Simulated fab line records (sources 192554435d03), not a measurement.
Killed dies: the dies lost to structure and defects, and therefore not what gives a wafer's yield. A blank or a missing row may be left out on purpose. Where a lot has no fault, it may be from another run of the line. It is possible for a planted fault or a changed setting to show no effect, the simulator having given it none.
fab line records	flow n5Finfet
[record] lots = 8	wafers = 24	lastDay = 17
route steps=1938 shown MOL_CONTACT_COAG@607 BEOL_M0_SAQP@635 BEOL_M0@715 BEOL_M4@1111
lots untouched by any fault: they come from a run of this same line in which no faults occurred
startH: hours from the record's first day to the start of the lot's first wafer shown	waitH: hours elapsed since this lot's preceding step	" unchanged from the row above	L1.1+2: a row that stands for several wafers	- no value present, or no start provided	* or withheld: withheld	< > ~ a bound
route shown NAME@n: a module of which the file shows steps, and the number in the route of the first	usual: average and standard deviation across the fault-free wafers	same: alike in all rows	chamber/n: place in a boat	sites: readings site by site	_std_site: how widely they spread, as a standard deviation	_edge_site: inner sites' mean taken away from outer sites' mean	radiusMm: for every site, how far away it sits from the centre of the wafer	mask NAME#n: copy n	behind: the last tool/chamber to shape the wafer	hold: cause of the lot's hold/its duration in hours/its outcome	device: which transistor (n, p or np) failed to switch	end of line: the tests these same wafers got at the end of their route	where a step has no rows: the recipe by itself	killed: count of dies lost to structure and defects at first sort (not the wafer's yield)	map: per-die view of a wafer (x killed, . not killed, _ where there is no die)
set.NAME: setting as actually run; set.NAME@STEP: the setting as run at that earlier step	model.NAME: the simulator's own value behind a step, which no gauge read
the route's steps for a sample of lots (tables are steps, rows are wafers)
services: from which hour (startH, from the record's first day; less than 0 if before it) a tool's chamber was out of use, for how many hours, and why
[[steps]]
[step N5_MOL_CONTACT_COAG_ETCH_66]
[recipe] chemistry = CF4	target = SiARC	targetDepthA = 130	maskMaterial = CAR-EUV	timeS = 21.7	ionEnergyEv = 80	pressureMtorr = 40	sourceW = 545	biasW = 36	Ar_flow_sccm = 100	cf4FlowSccm = 100	ends = cleared
[usual] drypumpMotorCurrentA = 5.7/0.48	etchRfOnTimeS = 21.3/0.58	oesProductAu = 0.71/0.079	rfVppV = 184.0/1.3	showerheadPlenumPTorr = 2.14/0.075	throttleValvePct = 15.60/0.23
lot.wafer	tool	chamber	startH	waitH	drypumpMotorCurrentA	etchRfOnTimeS	oesProductAu	rfHoursCounterH	rfVppV	showerheadPlenumPTorr	throttleValvePct
L877.1	rieDiel-06	0	101.19	0.0	5.7	20.5	0.79	29	185.7	2.27	15.32
L877.4	"	1	"	"	6.2	21.2	0.57	247	183.3	2.11	15.80
L877.6	"	2	"	"	5.5	21.1	0.63	-	186.0	2.21	15.94
L880.2	rieDiel-02	0	116.71	0.0	5.5	21.3	0.81	14	185.1	2.29	15.44
L880.3	"	3	"	"	6.1	21.9	0.58	238	183.6	2.11	15.94
L880.4	"	0	"	"	5.5	21.2	0.81	-	185.6	2.29	15.45
L881.1	rieDiel-01	1	124.76	0.0	5.0	21.7	0.64	157	183.6	2.05	15.94
L881.3	"	3	"	"	5.4	21.8	0.78	19	183.7	2.10	15.37
L881.5	"	3	"	"	5.4	22.0	0.78	-	181.9	2.10	15.35
L887.1	rieDiel-06	0	169.02	0.0	5.7	20.7	0.75	55	184.8	2.26	15.39
L887.2	"	2	"	"	5.5	21.3	0.61	208	184.1	2.20	15.99
L887.3	"	1	"	"	6.3	20.6	0.82	14	181.7	2.10	15.32
L890.1	rieDiel-02	1	178.13	0.0	6.3	22.0	0.66	149	182.9	2.08	15.52
L890.2	"	3	"	"	6.1	21.3	0.85	3	183.0	2.11	15.51
L890.5	"	2	"	"	5.8	21.3	0.77	-	184.9	2.20	15.45
L894.1	rieDiel-06	0	206.18	0.0	5.7	20.9	0.72	69	185.3	2.26	15.43
L894.4	"	1	"	"	6.3	20.7	0.80	28	182.5	2.10	15.36
L894.5	"	3	"	"	5.6	20.7	0.69	-	182.6	2.07	15.66
L896.1	rieDiel-06	1	213.83	0.0	6.3	20.6	0.79	31	183.8	2.10	15.37
L896.3	"	0	"	"	5.7	20.7	0.73	72	185.7	2.26	15.42
L896.4	"	2	"	"	5.5	21.2	0.60	224	184.4	2.19	16.01
L900.2	rieDiel-02	0	236.11	0.0	5.5	21.3	0.74	60	185.8	2.27	15.53
L900.4	"	0	"	"	5.5	21.3	0.74	-	185.6	2.27	15.54
L900.5	"	3	"	"	6.1	21.3	0.79	-	182.5	2.10	15.54
[step N5_MOL_CONTACT_COAG_ETCH_48]
[recipe] chemistry = C4F6/O2	targetDepthA = 150	overetchA = 45	maskMaterial = SOC	target = SiOC	biasW = 465	pressureMtorr = 10	timeS = 17	sourceW = 335	Ar_flow_sccm = 300	C4F6_flow_sccm = 10	O2_flow_sccm = 10	ionEnergyEv = 576
[usual] drypumpMotorCurrentA = 5.8/0.42	oes_f_703_au = 0.84/0.088	oesProductAu = 0.71/0.08	rfVppV = 1570/30	showerheadPlenumPTorr = 2.86/0.11	throttleValvePct = 40.7/0.43
lot.wafer	tool	chamber	startH	waitH	drypumpMotorCurrentA	oes_f_703_au	oesProductAu	rfHoursCounterH	rfVppV	showerheadPlenumPTorr	throttleValvePct
L877.1	rieDiel-02	0	101.81	0.0	5.5	0.97	0.77	7	1555	3.05	41.1
L877.4	"	3	"	"	6.1	0.70	0.61	-	1562	2.80	40.5
L877.6	"	1	"	"	6.3	0.80	0.66	-	1544	2.77	40.5
L880.2	rieDiel-06	0	117.24	0.0	5.8	0.91	0.72	35	1579	3.03	40.2
L880.3	"	2	"	"	5.6	0.74	0.60	188	1534	2.94	41.2
L880.4	"	2	"	"	5.6	0.74	0.62	-	1534	2.94	41.3
L881.1	rieDiel-02	0	125.28	0.0	5.6	0.94	0.77	18	1554	3.05	41.1
L881.3	"	2	"	"	5.8	0.96	0.80	1	1629	2.92	40.8
L881.5	"	1	"	"	6.3	0.79	0.65	-	1545	2.77	40.5
L887.1	rieDiel-02	2	169.50	0.0	5.8	0.90	0.80	18	1629	2.91	40.8
L887.2	"	0	"	"	5.5	0.91	0.75	34	1553	3.04	41.1
L887.3	"	1	"	"	6.3	0.78	0.72	145	1545	2.76	40.5
L890.1	rieDiel-02	1	178.62	0.0	6.4	0.78	0.65	149	1544	2.76	40.5
L890.2	"	3	"	"	6.1	0.98	0.87	3	1562	2.79	40.7
L890.5	"	0	"	"	5.5	0.90	0.81	-	1553	3.04	41.2
L894.1	rieDiel-01	3	206.83	0.0	5.4	0.86	0.75	42	1628	2.77	41.2
L894.4	"	0	"	"	4.7	0.70	0.59	212	1565	2.79	39.7
L894.5	"	0	"	"	4.7	0.70	0.64	-	1566	2.79	39.7
L896.1	rieDiel-02	2	214.39	0.0	5.8	0.87	0.70	34	1630	2.91	40.8
L896.3	"	0	"	"	5.6	0.88	0.69	50	1553	3.03	41.1
L896.4	"	3	"	"	6.1	0.92	0.72	16	1561	2.78	40.7
L900.2	rieDiel-02	0	236.77	0.0	5.5	0.87	0.73	61	1553	3.03	41.2
L900.4	"	1	"	"	6.3	0.76	0.66	-	1542	2.75	40.5
L900.5	"	3	"	"	6.1	0.91	0.77	-	1561	2.78	40.7
[step N5_MOL_CONTACT_COAG_CMP_52]
[recipe] stopOn = SiO2	tOverpolishS = 1.5	postCmpClean = wDiluteNh4oh	downForcePsi = 4	platenRpm = 50.289	padVelocityMS = 1.0006	targetThkNm = 66.5
[usual] motorCurrentA = 12.3/1.2	overpolishRunS = 1.499/0.0084	retainingRingPressureFrac = 0.999/0.0049	timeToEndpointS = 13.6/2.6
lot.wafer	tool	chamber	startH	waitH	motorCurrentA	overpolishRunS	retainingRingPressureFrac	timeToEndpointS
L877.4	cmp-03	0	102.54	0.0	13.4	1.502	0.988	15.3
L877.1	"	2	"	"	14.1	1.501	0.997	15.7
L877.6	"	0	"	"	13.1	1.507	0.991	17.6
L880.3	cmp-04	2	118.02	0.0	12.4	1.506	1.002	9.3
L880.2	"	0	"	"	11.4	1.509	0.994	12.5
L880.4	"	1	"	"	11.7	1.513	0.998	15.3
L881.3	cmp-04	0	126.08	0.1	10.9	1.491	1.004	10.4
L881.1	"	2	"	"	12.1	1.510	1.001	10.6
L881.5	"	0	"	"	11.2	1.500	1.001	13.3
L887.1	cmp-04	0	170.25	0.0	11.1	1.497	1.001	11.3
L887.2	"	1	"	"	11.2	1.517	0.990	15.5
L887.3	"	3	"	"	10.7	1.509	1.000	14.3
L890.1	cmp-04	1	179.39	0.1	12.2	1.489	0.999	15.7
L890.2	"	2	"	"	12.1	1.504	0.998	10.7
L890.5	"	1	"	"	11.5	1.492	1.001	13.6
L894.1	cmp-03	0	207.62	0.0	13.6	1.496	0.997	13.5
L894.4	"	2	"	"	13.6	1.519	0.996	13.4
L894.5	"	1	"	"	12.2	1.498	1.000	12.9
L896.1	cmp-02	2	215.13	0.0	14.5	1.498	1.005	19.0
L896.3	"	3	"	"	10.8	1.494	0.998	14.8
L896.4	"	0	"	"	13.1	1.500	1.002	12.6
L900.2	cmp-02	1	237.51	0.0	12.1	1.496	1.007	12.6
L900.4	"	0	"	"	13.0	1.503	0.994	9.8
L900.5	"	1	"	"	13.4	1.510	1.007	15.4
[step N5_BEOL_M0_SAQP_PECVD_03]
[recipe] material = SiCN	targetThkA = 120	tempC = withheld	precursor = 3MS/NH3	pressureTorr = 3	rfW = 202	timeS = 21.1
[usual] runLengthS = 51.4/0.68	showerheadPlenumPTorr = 3.661/0.0073	throttleValvePct = 9.2/0.63
lot.wafer	tool	chamber	startH	waitH	runLengthS	showerheadPlenumPTorr	throttleValvePct
L877.1	pecvd-02	0	107.03	0.1	52.4	3.660	9.5
L877.4	"	2	"	"	52.5	3.659	8.6
L877.6	"	1	"	"	50.9	3.666	9.4
L880.2	pecvd-01	1	125.49	0.1	51.8	3.670	10.0
L880.3	"	2	"	"	52.0	3.663	7.8
L880.4	"	1	"	"	51.8	3.659	9.8
L881.1	pecvd-01	0	130.19	0.1	50.4	3.661	9.0
L881.3	"	1	"	"	52.1	3.654	9.8
L881.5	"	0	"	"	51.1	3.657	9.0
L887.1	pecvd-01	2	174.16	0.1	51.8	3.653	8.2
L887.2	"	1	"	"	54.5	3.665	10.2
L887.3	"	0	"	"	53.4	3.666	9.3
L890.1	pecvd-04	1	183.24	0.1	51.3	3.666	10.4
L890.2	"	0	"	"	51.5	3.658	9.1
L890.5	"	0	"	"	52.5	3.660	9.1
L894.1	pecvd-02	2	211.53	0.1	52.4	3.657	8.8
L894.4	"	0	"	"	51.6	3.650	9.5
L894.5	"	2	"	"	52.2	3.658	8.9
L896.1	pecvd-02	0	219.21	0.1	51.5	3.660	9.2
L896.3	"	2	"	"	52.1	3.665	8.6
L896.4	"	0	"	"	51.6	3.664	9.5
L900.2	pecvd-01	2	242.64	0.1	51.7	3.660	8.1
L900.4	"	0	"	"	50.6	3.657	8.7
L900.5	"	1	"	"	51.5	3.647	9.9
[step N5_BEOL_M0_ETCH_138]
[recipe] chemistry = CH3F/O2	targetDepthA = 120	target = SiCN	timeS = 31.6	ionEnergyEv = 120	pressureMtorr = 30	sourceW = 395	biasW = 75	Ar_flow_sccm = 150	CH3F_flow_sccm = 30	O2_flow_sccm = 20	ends = cleared
[usual] drypumpMotorCurrentA = 5.6/0.51	etchRfOnTimeS = 28.6/0.96	oesProductAu = 0.70/0.08	rfVppV = 297.3/1.7	showerheadPlenumPTorr = 2.00/0.077	throttleValvePct = 16.32/0.26
lot.wafer	tool	chamber	startH	waitH	drypumpMotorCurrentA	etchRfOnTimeS	oesProductAu	rfHoursCounterH	rfVppV	showerheadPlenumPTorr	throttleValvePct
L877.1	rieDiel-01	0	114.86	0.0	4.7	28.9	0.63	179	297.3	1.97	16.14
L877.4	"	1	"	"	5.0	29.2	0.63	154	296.1	1.93	16.74
L877.6	"	3	"	"	5.4	29.1	0.79	-	297.8	1.96	16.05
L880.2	rieDiel-02	2	132.84	0.0	5.8	27.8	0.82	3	297.5	2.06	16.14
L880.3	"	1	"	"	6.3	28.6	0.67	133	295.3	1.94	16.21
L880.4	"	3	"	"	6.1	30.4	0.58	244	297.1	1.96	16.61
L881.1	rieDiel-06	1	136.76	0.0	6.2	27.7	0.87	2	297.3	1.96	16.00
L881.3	"	0	"	"	5.7	27.8	0.76	43	300.4	2.13	16.12
L881.5	"	3	"	"	5.5	28.2	0.71	-	295.1	1.94	16.37
L887.1	rieDiel-01	3	180.90	0.0	5.4	28.6	0.76	34	296.9	1.95	16.09
L887.2	"	1	"	"	5.0	35.0	0.62	178	295.9	1.92	16.79
L887.3	"	0	"	"	4.7	35.1	0.62	203	297.1	1.96	16.20
L890.1	rieDiel-06	1	192.87	0.0	6.2	26.9	0.80	23	296.7	1.96	16.02
L890.2	"	2	"	"	5.6	28.7	0.59	215	298.5	2.06	16.77
L890.5	"	0	"	"	5.7	28.2	0.73	-	301.3	2.13	16.16
L894.1	rieDiel-01	3	218.27	0.0	5.4	29.8	0.75	47	296.4	1.95	16.11
L894.4	"	2	"	"	6.2	29.6	0.79	20	297.4	2.05	16.16
L894.5	"	0	"	"	4.7	30.9	0.62	-	295.1	1.96	16.20
L896.1	rieDiel-02	0	225.82	0.0	5.5	28.3	0.74	55	300.3	2.14	16.29
L896.3	"	2	"	"	5.8	29.6	0.74	38	298.5	2.05	16.20
L896.4	"	1	"	"	6.3	30.3	0.65	166	294.4	1.93	16.25
L900.2	rieDiel-06	0	249.37	0.0	5.7	26.8	0.72	79	299.8	2.12	16.21
L900.4	"	2	"	"	5.6	28.3	0.59	231	298.2	2.06	16.80
L900.5	"	2	"	"	5.5	28.4	0.59	-	297.7	2.06	16.82
[step N5_BEOL_M4_RC_MEAS_101]
[usual] DIBL_N = 36.8/1.5	DIBL_P = 37.1/2.1	IOFF_N = 0.168/0.03	IOFF_P = 0.22/0.034	ION_N = 679/12	ION_P = 466/8	SS_N = 71.7/0.58	SS_P = 73.5/0.67	VT_N = 248.8/2.7	VT_P = -250/3.3
lot.wafer	tool	chamber	startH	waitH	DIBL_N[mV/V]	DIBL_P[mV/V]	IOFF_N[nA/um]	IOFF_P[nA/um]	ION_N[uA/um]	ION_P[uA/um]	SS_N[mV/dec]	SS_P[mV/dec]	VT_N[mV]	VT_P[mV]
L877.1	prober-02	0	156.19	0.0	38.6	39.9	0.204	0.24	683	463	73.2	74.1	247.3	-249
L877.4	"	0	"	"	34.9	35.0	0.135	0.17	662	455	71.3	73.5	250.8	-256
L877.6	"	0	"	"	38.5	39.9	0.213	0.25	679	466	71.6	74.3	244.0	-247
L881.1	prober-02	0	179.56	0.0	36.4	37.5	0.165	0.22	677	468	71.8	72.7	247.4	-253
L881.3	"	0	"	"	38.7	40.5	0.200	0.27	687	468	72.6	74.0	246.2	-247
L881.5	"	0	"	"	36.0	37.8	0.152	0.23	679	468	71.0	72.7	251.6	-246
L880.2	prober-02	0	181.93	0.2	36.8	36.8	0.162	0.26	690	482	71.3	73.5	248.8	-246
L880.3	"	0	"	"	37.9	38.8	0.184	0.29	689	479	71.8	74.2	249.6	-242
L880.4	"	0	"	"	37.9	37.6	0.190	0.26	704	486	71.9	73.5	246.3	-246
L887.1	prober-02	0	216.12	0.0	40.3	41.8	0.264	0.28	698	468	72.5	74.9	243.8	-250
L887.2	"	0	"	"	36.5	36.5	0.150	0.18	660	452	70.7	74.0	251.1	-253
L887.3	"	0	"	"	38.9	41.4	0.217	0.27	677	467	72.4	74.1	244.8	-249
L890.1	prober-02	0	242.12	0.0	34.3	32.5	0.132	0.19	662	465	70.9	73.3	250.2	-251
L890.2	"	0	"	"	36.4	34.9	0.166	0.22	676	470	71.2	73.4	247.7	-250
L890.5	"	0	"	"	35.6	34.2	0.152	0.21	670	461	71.0	74.0	249.4	-250
L894.1	prober-01	0	269.38	0.0	35.7	36.8	0.139	0.22	681	472	71.1	73.4	252.4	-251
L894.4	"	0	"	"	33.8	33.9	0.118	0.17	674	468	70.9	72.4	253.6	-252
L894.5	"	0	"	"	37.9	39.5	0.169	0.27	676	471	71.7	73.9	244.6	-246
L896.1	prober-01	0	275.70	0.0	36.0	37.5	0.143	0.21	670	462	72.4	74.4	250.8	-251
L896.3	"	0	"	"	36.6	37.5	0.163	0.20	677	460	72.0	73.6	247.4	-251
L896.4	"	0	"	"	33.2	33.1	0.102	0.15	651	451	71.3	72.1	255.1	-254
L900.2	prober-01	0	314.67	0.2	37.7	38.6	0.167	0.25	676	467	71.3	73.1	249.5	-246
L900.4	"	0	"	"	38.0	37.2	0.171	0.22	680	469	71.0	72.6	249.2	-248
L900.5	"	0	"	"	35.4	34.7	0.135	0.18	667	455	71.3	72.9	252.4	-251
[[services]]
tool	chamber	startH	hours	kind
cmp-04	-	79.04	5.5	pm
rieDiel-02	-	81.95	0.2	repair
rieDiel-02	2	96.77	1.5	repair
rieDiel-02	2	101.58	-	clean
rieDiel-02	2	101.58	-	consumableReplace:focusRing
rieDiel-02	2	101.58	20.0	scheduledDown
rieDiel-02	2	101.58	20.0	ventCycle
cmp-04	-	111.90	1.4	repair
cmp-02	-	123.18	4.0	pm
cmp-03	-	127.15	1.9	repair
rieDiel-01	3	130.35	4.5	repair
pecvd-04	-	130.72	0.6	repair
pecvd-02	-	136.68	2.8	pm
rieDiel-02	3	148.32	-	clean
rieDiel-01	-	148.96	0.1	repair
rieDiel-02	1	158.46	5.5	repair
cmp-04	-	192.99	4.0	pm
cmp-03	-	203.68	0.3	repair
cmp-02	-	212.38	0.3	repair
rieDiel-06	-	215.62	15.6	pm
cmp-04	-	221.33	1.1	repair
rieDiel-02	2	235.45	2.4	repair
cmp-03	-	240.60	4.1	repair
rieDiel-01	3	246.14	18.9	repair
[[key]]
[firstSign] step = N5_BEOL_M0_SAQP_PECVD_03	reading = runLengthS	direction = up	sigmas = 3.7	usual = *	struck = *
[effect] step = N5_BEOL_M0_ETCH_138	reading = etchRfOnTimeS	direction = up	sigmas = 6.7	usual = *	struck = *
metAt N5_BEOL_M0_SAQP_PECVD_03
struckLots L887
struckWafers L887.2,L887.3
notActingAt N5_MOL_CONTACT_COAG_ETCH_66,N5_MOL_CONTACT_COAG_ETCH_48,N5_MOL_CONTACT_COAG_CMP_52
onsetBetween 130.19 174.16
[fault] kind = processParameterDrift	tool = pecvd-01	chamber = -	onsetH = 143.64	steps = N5_BEOL_M0_SAQP_PECVD_03	channel = timeS	offset = *	shape = step	endH = 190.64	scope = struckWafersOnly	actsIn = *	stated = *
